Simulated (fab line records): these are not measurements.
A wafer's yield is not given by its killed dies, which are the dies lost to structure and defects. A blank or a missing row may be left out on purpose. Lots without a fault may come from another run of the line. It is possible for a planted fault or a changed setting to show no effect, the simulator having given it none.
Matching of chambers ; flow nand-harc ; cmp-04 running NHARC_P_STI_CMP_21: 4 sister chambers
The step polishes, t overpolish 20 s, target thk 380.67 nm. 8 wafers are shown with their chamber, then 9 later ones without.

## WAFERS WITH THEIR CHAMBER
wafer;chamber;motor-current-A (A);overpolish-run-s (s)
L084.3;1;13.0;20.006
L084.5;3;14.0;20.002
L087.1;0;12.4;19.996
L087.2;3;14.2;19.994
L087.4;2;12.8;20.000
L089.2;2;12.8;20.016
L089.3;1;12.9;19.998
L089.6;0;12.9;20.004

## WAFERS WITH NO CHAMBER GIVEN
wafer;motor-current-A (A);overpolish-run-s (s)
L090.1;12.6;20.014
L090.2;12.1;19.996
L090.3;13.1;19.997
L095.1;13.1;19.992
L095.2;13.8;20.006
L095.3;14.0;20.010
L096.1;13.2;19.990
L096.3;12.9;20.014
L096.4;11.9;20.005

## EACH ONE'S CHAMBER
wafer;from the rows above;in truth
L090.1;can't be placed: 2 or 0 or 1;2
L090.2;can't be placed: 0 or 2 or 1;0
L090.3;can't be placed: 1 or 2 or 0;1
L095.1;can't be placed: 1 or 0 or 2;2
L095.2;3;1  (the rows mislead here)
L095.3;3;3
L096.1;can't be placed: 1 or 0 or 2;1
L096.3;can't be placed: 2 or 1 or 0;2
L096.4;can't be placed: 0 or 2 or 1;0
1 of 9 placed correctly. Unplaceable from these rows: 7, with the true chamber sitting among the candidates in 7. Placed wrongly: 1.
How it was worked out, from the rows above alone: a wafer's distance from a chamber is the root of the sum, over the readings, of the square of ((its reading less the chamber's mean) divided by the reading's scatter). If the next closest chamber is less than 2 further off than the closest, the wafer can't be placed; otherwise it belongs to the closest. For every chamber, the mean is computed from those of its wafers that are shown. How the scatter is found: for the shown wafers, subtract from each reading the mean of its chamber, square and add these, divide the total by (wafers less chambers), then take the root.
